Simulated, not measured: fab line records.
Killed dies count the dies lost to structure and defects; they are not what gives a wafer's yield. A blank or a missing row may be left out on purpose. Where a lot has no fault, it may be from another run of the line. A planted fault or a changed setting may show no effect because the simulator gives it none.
Split-lot study	flow n5-finfet	21 wafers read from 7 lots, route of 1938 steps

## SPLIT DETAILS
At N5_BEOL_M10_ILD_DEP_00 (deposits SiCOH lowk from DEMS/porogen, target thk 308.51 nm, time 58 s), the setting time-s was moved away from the recipe's 58 s on 4 of the 21 wafers read, by -12.2% to +4.2%. This setting was run at the recipe's value on the other wafers.

## SPLIT TO READING: what lies between them in the file, 1 step
- N5_BEOL_M10_CURE_71: cures SiCOH lowk, time 240 s

## THE READING
M10_ILD_THK in nanometres, read at N5_BEOL_M10_THK_MEAS_01. On this fab line, fault-free wafers typically give 267 nm with a standard deviation of 3.8 nm.

wafer	tool, chamber at the split	time-s as run, s	against the recipe	M10_ILD_THK, nm	against lot-mates on the recipe
L076.1	pecvd-04, 0	53.99	-6.9%	242	-22
L076.4	pecvd-04, 2	58	recipe	265	-
L076.5	pecvd-04, 1	58	recipe	264	-
L078.2	pecvd-04, 0	58	recipe	265	-
L078.5	pecvd-04, 1	58	recipe	270	-
L078.6	pecvd-04, 0	58	recipe	266	-
L079.2	pecvd-01, 2	58	recipe	266	-
L079.3	pecvd-01, 0	58	recipe	266	-
L079.5	pecvd-01, 0	58	recipe	267	-
L082.2	pecvd-01, 2	60.42	+4.2%	276	+9
L082.4	pecvd-01, 0	58	recipe	266	-
L082.6	pecvd-01, 1	58	recipe	268	-
L086.1	pecvd-01, 2	50.92	-12.2%	235	-31
L086.5	pecvd-01, 0	58	recipe	266	-
L086.6	pecvd-01, 2	50.92	-12.2%	240	-26
L089.4	pecvd-04, 2	58	recipe	264	-
L089.5	pecvd-04, 0	58	recipe	268	-
L089.6	pecvd-04, 1	58	recipe	272	-
L094.2	pecvd-04, 2	58	recipe	263	-
L094.3	pecvd-04, 1	58	recipe	265	-
L094.4	pecvd-04, 1	58	recipe	268	-

THE FIT
A straight line over all 21 wafers: M10_ILD_THK changes by +2.5 nm for each +1% of time-s; r = +0.97; the points scatter about the line by 2.8 nm.
The same after taking each lot's own level away (the mean of its wafers on the recipe; 21 wafers): +2.43 nm for each +1%; r = +0.97; scatter 2.4 nm.
The reading moves by 30 nm for the largest change in time-s, on that fit.
From 264.5 to 268.0 nm: that is the span of the lots' own levels, equal to 0.9 times the standard deviation above.
The two slopes are in agreement: the lot-to-lot level therefore moves the slope only a little.
Check: for one of the wafers moved furthest among these (-12.2%), held out of the fit, the line's prediction against its lot-mates is -29.1 nm. It came out at -31 nm against them.

## OTHER SPLITS APPLIED TO THESE WAFERS
Note: prior to the reading, these wafers also went through further splits. Each is held against what the fit with the lots' levels taken away leaves over:
other split on the same wafers	wafers away from the commonest value	r with M10_ILD_THK (lot level and that fit taken away)
N5_BEOL_M7_ETCH_41 source-w	4	+0.08

## THE WHOLE CHAIN: every reading that the file lists as answering this split, in the file's order
step	what it does	reading	change (the file's fit)	r (the file's)
N5_BEOL_M10_ILD_DEP_00	deposits SiCOH lowk from DEMS/porogen, target thk 308.51 nm, time 58 s	SiCOH_lowk_of_BEOL_M10_ILD_DEP_00.thk-nm (the simulator's own value, which no gauge read)	+2.86 nm for each +1% of the setting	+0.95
N5_BEOL_M10_CURE_71	cures SiCOH lowk, time 240 s	SiCOH_lowk_of_BEOL_M10_ILD_DEP_00.thk-nm (the simulator's own value, which no gauge read)	+2.53 nm for each +1% of the setting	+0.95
N5_BEOL_M10_THK_MEAS_01		M10_ILD_THK	+2.52 for each +1% of the setting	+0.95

## THE FILE'S OWN FIT
M10_ILD_THK changes by +2.52 nm for each +1% of time-s, r = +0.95.
